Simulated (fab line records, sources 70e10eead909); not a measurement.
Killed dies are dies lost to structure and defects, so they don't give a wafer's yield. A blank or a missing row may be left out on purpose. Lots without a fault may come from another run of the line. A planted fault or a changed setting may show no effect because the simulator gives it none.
Which tool did it? | flow nand_harc | 12 lots, 36 wafers sampled, at 4 steps of a route of 1302

WHAT THE GAUGES READ, wafer by wafer
NHARC_A_SLIT_OVL_MEAS_10.
lot  | measured     | on         | overlay_x_nm (nm)
L075 | day 20 04:41 | overlay-02 | 0.8 0.9 1.1
L077 | day 20 14:52 | overlay-02 | 1.2 0.8 1.0
L079 | day 21 21:41 | overlay-02 | -0.2 -0.3 0.1
L080 | day 22 13:02 | overlay-01 | 0.5 0.5 0.2
L084 | day 23 17:13 | overlay-01 | -0.9 -0.5 -0.7
L085 | day 24 17:50 | overlay-01 | 1.5 1.1 1.4
L087 | day 25 18:35 | overlay-01 | -0.9 -1.1 -1.3
L089 | day 25 19:25 | overlay-01 | -1.5 -1.0 -1.2
L090 | day 26 13:13 | overlay-02 | -2.2 -1.7 -1.7
L093 | day 27 02:10 | overlay-01 | -0.1 -0.5 -0.2
L095 | day 28 20:26 | overlay-01 | -1.1 -0.8 -0.9
L097 | day 29 19:19 | overlay-01 | -1.5 -0.5 -1.6

WHICH TOOL RAN EACH LOT (tool, then ch and the chambers of the sampled wafers, then the start)
lot  | NHARC_A_STAIRCASE_ETCH_444         | NHARC_A_SGD_CUT_STRIP_17                      | NHARC_A_SLIT_DEP_23
L075 | rie_diel-12 ch 1,2, day 19 09:35   | rie_diel-05 ch 0,1,2, day 20 04:08 or earlier | pecvd-03 ch 0,1,2, day 20 04:08
L077 | rie_diel-02 ch 0,3, day 19 18:24   | rie_diel-11 ch 0,2,3, day 20 14:09 or earlier | pecvd-03 ch 1,2, day 20 14:09
L079 | rie_diel-09 ch 0,2,3, day 20 22:06 | rie_diel-05 ch 1,2,3, day 21 20:58 or earlier | pecvd-03 ch 1,2, day 21 20:58
L080 | rie_diel-02 ch 2,3, day 21 14:17   | rie_diel-07 ch 0,1,3, day 22 12:24 or earlier | pecvd-04 ch 0,2, day 22 12:24
L084 | rie_diel-09 ch 0,2,3, day 22 20:37 | rie_diel-11 ch 0,2,3, day 23 16:26 or earlier | pecvd-03 ch 0,1, day 23 16:26
L085 | rie_diel-12 ch 1,2,3, day 23 19:14 | rie_diel-11 ch 0,1,2, day 24 17:05 or earlier | pecvd-04 ch 1,2, day 24 17:05
L087 | rie_diel-09 ch 2,3, day 24 19:32   | rie_diel-07 ch 2,3, day 25 17:51 or earlier   | pecvd-01 ch 0,1,2, day 25 17:51
L089 | rie_diel-09 ch 1,3, day 25 00:59   | rie_diel-11 ch 1,3, day 25 18:39 or earlier   | pecvd-04 ch 1,2, day 25 18:39
L090 | rie_diel-12 ch 1,2,3, day 25 17:07 | rie_diel-07 ch 0,1,3, day 26 12:28 or earlier | pecvd-01 ch 0,1,2, day 26 12:28
L093 | rie_diel-09 ch 0,2, day 26 02:29   | rie_diel-07 ch 0,1,2, day 27 01:28 or earlier | pecvd-01 ch 0,1,2, day 27 01:28
L095 | rie_diel-02 ch 1,2,3, day 27 20:53 | rie_diel-11 ch 2,3, day 28 19:42 or earlier   | pecvd-04 ch 0,2, day 28 19:42
L097 | rie_diel-09 ch 0,1,2, day 28 17:46 | rie_diel-07 ch 0,1,2, day 29 18:44 or earlier | pecvd-01 ch 0,1,2, day 29 18:44
- NHARC_A_STAIRCASE_ETCH_444: etches the open film in C4F8/O2, target depth 20400 nm, time 6800 s.
- NHARC_A_SGD_CUT_STRIP_17: strips in O2.
- NHARC_A_SLIT_DEP_23: deposits SiON, target thk 100 nm.

THE ANSWER, worked out from the rows above alone
Rule: what is usual is taken from the lots themselves. Put in order of their means at a reading, lots are off if they are a third of the lots or fewer, leave a main group of 4 or more, and stand apart from it by a gap of 3 or more times the standard deviation of the main group's means; of several such gaps the widest counts. A main group whose means are all the same, to the digits that the tables above print for the reading, isn't used. A lot without any number at a reading at which 4 lots or more have one is off too. The other lots that the step has rows for count as sound.
No lot is off at any reading shown: from this, nothing can be told.

WHAT THE SIMULATOR HAD PUT IN
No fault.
